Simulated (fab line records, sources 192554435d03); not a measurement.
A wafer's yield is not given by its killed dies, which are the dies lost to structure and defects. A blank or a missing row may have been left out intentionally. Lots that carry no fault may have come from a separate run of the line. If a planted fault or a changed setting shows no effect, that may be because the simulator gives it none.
Comparing a struck lot with a sound one + flow n5 finfet + 16 out of 1938 route steps
Sound: these wafers, L811.1, L811.2, L811.3. Struck: wafer L807.1. (L807.5 of the same lot was not struck and is left out.) The cause comes at the end.
Each step with rows lists, per side, the tool, then ch with its chambers, then its first start. Under that, the readings that differ: sound wafers + struck wafers + difference of the means + sigmas: that difference in standard deviations of wafers without a fault.
alike: readings with means less than 2 such deviations apart, plus words and numbers identical on both sides. not compared: withheld readings, readings lacking a value on some wafer, bounds such as >300 that could conceal the same value, and numbers that have no deviation in the record and whose values overlap.
The two part at a step that has a row with sigmas, a row that says differs or no value, or rows on one side only. When numbers do not overlap yet have no deviation, they are printed without sigmas and do not part them. A reading that every wafer of one side lacks parts them only if that side has two wafers or more.

first, 5 steps without rows for these wafers: N5_MOL_CONTACT_COAG_EBR_36; N5_MOL_CONTACT_COAG_SOFTBAKE_35 (time 60 s); N5_MOL_CONTACT_COAG_EXPOSE_37 (exposes mask VD, defocus 0 nm); N5_MOL_CONTACT_COAG_PEB_38 (peb time 60 s); N5_MOL_CONTACT_COAG_DEVELOP_39 (develop time 30 s).
N5_MOL_CONTACT_COAG_CD_MEAS_40: the cd target is 25.1 nm.
  sound on cd sem-01 ch 0, day 9 20:09; struck on cd sem-03 ch 0, day 9 01:50
  alike: cd nm
N5_MOL_CONTACT_COAG_OVL_MEAS_41:
  sound on overlay-01 ch 0, day 9 20:11; struck on overlay-01 ch 0, day 9 01:52
  alike: VD_OVL
N5_MOL_CONTACT_COAG_INSPECT_42: inspects for defects (brightfield).
  sound on defect inspect-02, day 9 20:15; struck on defect inspect-02, day 9 01:55
  alike: raw defect count
N5_MOL_CONTACT_COAG_DESCUM_45: chemistry O2, time 7 s.
  sound on rie diel-03 ch 0,1,3, day 9 20:17; struck on rie diel-06 ch 2, day 9 02:01
  alike: drypump motor current A, oes product au, rf vpp V, showerhead plenum p Torr, throttle valve pct
  not compared: rf hours counter h
N5_MOL_CONTACT_COAG_ETCH_65: etches underlayer in N2/H2, target depth 13 nm, time 10.4 s.
  sound on rie diel-03 ch 0,1,3, day 9 20:19; struck on rie diel-06 ch 2, day 9 02:04
  alike: drypump motor current A, etch rf on time s, oes product au, rf vpp V, showerhead plenum p Torr, throttle valve pct
  not compared: rf hours counter h
N5_MOL_CONTACT_COAG_ETCH_66: etches SiARC in CF4, target depth 13 nm, time 21.7 s.
  sound on rie diel-03 ch 0,1,3, day 9 20:20; struck on rie diel-06 ch 2, day 9 02:05
  alike: drypump motor current A, etch rf on time s, oes product au, rf vpp V, showerhead plenum p Torr, throttle valve pct
  not compared: rf hours counter h
N5_MOL_CONTACT_COAG_ALD_133: deposits SiO2, target thk 5 nm, pulse time 1 s, co reactant pulse time 1 s.
  sound on ald sin-04 ch 1,2,3, day 9 20:37; struck on ald sin-03 ch 0, day 9 02:21
  alike: heater power w, precursor pulse height rel
N5_MOL_CONTACT_COAG_ETCHBACK_134: etches SiO2 in CHF3, target depth 10 nm, time 6.7 s.
  sound on rie diel-03 ch 0,1,3, day 9 20:48; struck on rie diel-01 ch 3, day 9 02:32
| reading                                               | sound          | struck | difference | sigmas |
|-------------------------------------------------------|----------------|--------|------------|--------|
| oes product au (a.u.)                                 | 0.69 0.79 0.92 | 1.07   | +0.27      | +3     |
| model.CAR-EUV_of_MOL_CONTACT_COAG_COAT_34.thk nm (nm) | 15.6 15.6 15.6 | 15     | -1         |        |
  alike: drypump motor current A, oes_ar_750_au, rf vpp V, showerhead plenum p Torr, throttle valve pct
  not compared: rf hours counter h
N5_MOL_CONTACT_COAG_ETCH_67: etches SOC in N2/H2, target depth 60 nm, overetch 21 nm, time 101.2 s.
  sound on rie diel-03 ch 0,1,3, day 9 20:50; struck on rie diel-01 ch 3, day 9 02:34
  alike: drypump motor current A, oes product au, rf vpp V, showerhead plenum p Torr, throttle valve pct
  not compared: rf hours counter h
-- the record jumps here: 3 days lie between the struck wafers' starts before and after (it left off in module MOL_CONTACT_COAG and takes up again in module BEOL_M4, whose first step shown is number 1111 of the route) --
N5_BEOL_M4_RC_MEAS_101:
  sound on prober-01 ch 0, day 12 03:27; struck on prober-02 ch 0, day 11 16:30
  alike: DIBL_N, DIBL_P, IOFF_N, IOFF_P, ION_N, ION_P, SS_N, SS_P, VT_N, VT_P
N5_PASSIVATION_PROBE_49:
  the record holds rows for the sound wafers here (prober-02, day 16 09:47) but none for the struck ones

## WHERE THEY PART
Last at N5_PASSIVATION_PROBE_49 as far as this record goes, first at N5_MOL_CONTACT_COAG_ETCHBACK_134.

WHY: the cause the simulator had injected
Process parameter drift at N5_MOL_CONTACT_COAG_ETCHBACK_134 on rie diel-01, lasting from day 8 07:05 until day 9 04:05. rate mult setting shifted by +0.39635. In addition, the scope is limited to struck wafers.
